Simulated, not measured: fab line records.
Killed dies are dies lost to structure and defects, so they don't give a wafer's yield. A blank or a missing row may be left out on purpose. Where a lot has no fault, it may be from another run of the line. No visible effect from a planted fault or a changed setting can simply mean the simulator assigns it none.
A single fault, viewed from 2 desks | flow n5_finfet | each desk has only its own numbers; what lay behind them comes last

AT THE TOOL OWNER'S DESK: rie_diel-06
The tool's own readings at N5_HKMG_FIN_ETCH_35 (etches SOC in N2/H2, target depth 215.8 nm, time 243.4 s): means of the sampled wafers that have a number, for each lot that ran on this tool. Any lot whose mean is over 4 standard deviations away from the usual mean is out of limits and marked OUT; that distance is given in the brackets. Readings shown: 7 of its 8, picked as those furthest out on some lot.
Columns: A = bias_w at N5_HKMG_FIN_ETCH_35, usual 5.000 W; B = chamber_pressure_mTorr at N5_HKMG_FIN_ETCH_35, usual 29.997 mTorr; C = drypump_motor_current_A at N5_HKMG_FIN_ETCH_35, usual 5.8 A; D = oes_product_au at N5_HKMG_FIN_ETCH_35, usual 0.79 a.u.; E = rf_vpp_V at N5_HKMG_FIN_ETCH_35, usual 141.3 V; F = showerhead_plenum_p_Torr at N5_HKMG_FIN_ETCH_35, usual 2.50 Torr; G = throttle_valve_pct at N5_HKMG_FIN_ETCH_35, usual 17.8 %
lot  | first seen here | A     | B      | C   | D    | E     | F    | G
L330 | day 4 14:40     | 5.008 | 29.982 | 5.7 | 0.69 | 140.0 | 2.44 | 18.0
L331 | day 4 20:10     | 4.998 | 30.004 | 5.2 | 0.73 | 140.7 | 2.42 | 18.1
L340 | day 6 23:50     | 4.991 | 29.950 | 5.6 | 0.70 | 140.8 | 2.40 | 17.8
L341 | day 7 04:53     | 4.993 | 29.996 | 6.2 | 0.79 | 140.5 | 2.51 | 17.8
L342 | day 7 10:14     | 4.992 | 30.020 | 5.4 | 0.73 | 140.6 | 2.50 | 18.3
L351 | day 9 16:34     | 4.997 | 29.986 | 5.3 | 0.77 | 141.6 | 2.44 | 18.2
L352 | day 9 23:11     | 4.995 | 30.012 | 5.4 | 0.71 | 141.2 | 2.49 | 18.3
Finding of this desk: none of the 7 lots has anything out of limits.

FROM THE METROLOGY DESK
Means of the sampled wafers that have a number, per lot and without regard to the tool the lot ran on: this is what the gauges read. Any lot whose mean is over 4 standard deviations away from the usual mean is out of limits and marked OUT; that distance is given in the brackets.
Columns: A = PASS_OPEN_OVL at N5_PASSIVATION_OVL_MEAS_66, usual 3 nm
lot  | first seen here | A
L331 | day 12 04:36    | -2
L330 | day 12 08:50    | 0
L333 | day 12 22:02    | 2
L341 | day 14 21:43    | 1
L340 | day 15 08:13    | 2
L342 | day 15 15:47    | -2
L345 | day 16 09:56    | 0
L344 | day 16 22:36    | 4
L347 | day 17 12:47    | 0
L350 | day 17 23:34    | 12
L352 | day 19 02:24    | 9
L351 | day 19 02:37    | 9
Finding of this desk: none of the 12 lots has anything out of limits.

BROUGHT TOGETHER
The desk of the tool owner found nothing out of limits.
Metrology desk: nothing out of limits seen.

WHAT HAD BEEN PUT IN BY THE SIMULATOR
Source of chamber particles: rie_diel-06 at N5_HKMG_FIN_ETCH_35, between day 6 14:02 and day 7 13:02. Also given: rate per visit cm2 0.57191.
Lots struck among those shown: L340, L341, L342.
